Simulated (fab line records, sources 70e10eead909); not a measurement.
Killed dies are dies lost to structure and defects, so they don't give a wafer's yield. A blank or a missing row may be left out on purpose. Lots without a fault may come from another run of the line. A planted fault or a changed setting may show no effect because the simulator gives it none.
A struck lot beside a sound one | flow nand_harc | 15 steps out of a route of 1159
Sound: wafers L161.3, L161.4, L161.5. Struck: wafers L178.1, L178.3, L178.5. The cause comes at the end.
At each step with rows: each side's tool, then ch and its chambers, then its first start. Under that, the readings that differ: sound wafers | struck wafers | difference of the means | sigmas: that difference in standard deviations of wafers without a fault.
alike: readings whose means differ by less than 2 such deviations, and words and numbers that are the same on both sides. not compared: withheld readings, readings that some wafer has no value for, bounds like >300 that may hide the same value, and numbers for which the record gives no deviation and whose values overlap.
The two part at a step that has a row with sigmas, a row that says differs or no value, or rows on one side only. Numbers that don't overlap but have no deviation are shown without sigmas and don't part them. A reading that every wafer of one side lacks parts them only if that side has two wafers or more.

first, 4 steps without rows for these wafers: NHARC_A_BONDPAD_EBR_05; NHARC_A_BONDPAD_EXPOSE_06 (exposes mask A BPAD); NHARC_A_BONDPAD_PEB_07 (peb time 80 s); NHARC_A_BONDPAD_DEVELOP_08 (time 50 s).
NHARC_A_BONDPAD_CD_MEAS_09: target cd 500 nm.
  sound on cd_sem-01 ch 0, day 19 05:56; struck on cd_sem-02 ch 0, day 23 04:37
  alike: cd_nm
NHARC_A_BONDPAD_OVL_MEAS_35:
  sound on overlay-01, day 19 06:02; struck on overlay-01, day 23 04:43
  alike: overlay_x_nm, overlay_y_nm
then, 1 step without rows for these wafers: NHARC_A_BONDPAD_HARDBAKE_10 (time 65 s).
NHARC_A_BONDPAD_DESCUM_11: chemistry O2, time 3 s.
  sound on rie_diel-03 ch 1,2,3, day 19 06:10; struck on rie_diel-03 ch 0,1, day 23 04:50
  alike: drypump_motor_current_A, oes_product_au, rf_vpp_V, showerhead_plenum_p_Torr, throttle_valve_pct
  not compared: rf_hours_counter_h
NHARC_A_BONDPAD_ETCH_34: etches the open film in N2/H2, target depth 60 nm, overetch 18 nm, time 65.91 s.
  sound on rie_diel-03 ch 0,1,2, day 19 06:15; struck on rie_diel-03 ch 0,1,3, day 23 04:56
  alike: bias_w, chamber_pressure_mTorr, drypump_motor_current_A, oes_product_au, rf_fwd_power_W, rf_vpp_V, showerhead_plenum_p_Torr, throttle_valve_pct
  not compared: rf_hours_counter_h
NHARC_A_BONDPAD_ETCH_12: etches the open film in CHF3/O2, target depth 220 nm, time 110 s.
  sound on rie_diel-03 ch 0,3; struck on rie_diel-03 ch 0,3
  alike: bias_w, chamber_pressure_mTorr, drypump_motor_current_A, oes_product_au, rf_fwd_power_W, rf_vpp_V, showerhead_plenum_p_Torr, throttle_valve_pct
  not compared: rf_hours_counter_h
NHARC_A_BONDPAD_CD_MEAS_13:
  sound on cd_sem-03, day 19 06:29; struck on cd_sem-01, day 23 05:09
  alike: cd_nm
NHARC_A_BONDPAD_STRIP_15: strips in O2.
  sound on rie_diel-03 ch 0,1,2, day 19 06:34; struck on rie_diel-03 ch 0,2, day 23 05:14
  alike: drypump_motor_current_A, oes_product_au, rf_vpp_V, showerhead_plenum_p_Torr, throttle_valve_pct
  not compared: rf_hours_counter_h
NHARC_A_BONDPAD_ETCH_24: etches the open film in CF4/N2, target depth 30 nm, time 72.99 s.
  sound on rie_diel-03 ch 0,1, day 19 06:42; struck on rie_diel-03 ch 0,2,3, day 23 05:23
  no value came back on the struck wafers for any of 8 readings (bias_w (W), cf4_flow_sccm (sccm) and others); on the sound wafers bias_w (W) reads 99.59 99.82 100.56
  not compared: rf_hours_counter_h
then, 1 step without rows for these wafers: NHARC_A_BONDPAD_STRIP_16 (strips in post etch residue remover, time 600 s).
NHARC_END_SORT_01:
  the record has rows for the struck wafers here (prober-01 ch 0, day 24 19:26) and none for the sound ones

WHERE THEY PART
First at NHARC_A_BONDPAD_ETCH_24; last, within this record, at NHARC_END_SORT_01.

WHY: what the simulator had put in
Skipped step whole: rie_diel-03, from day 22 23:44 on, at NHARC_A_BONDPAD_ETCH_24. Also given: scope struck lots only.
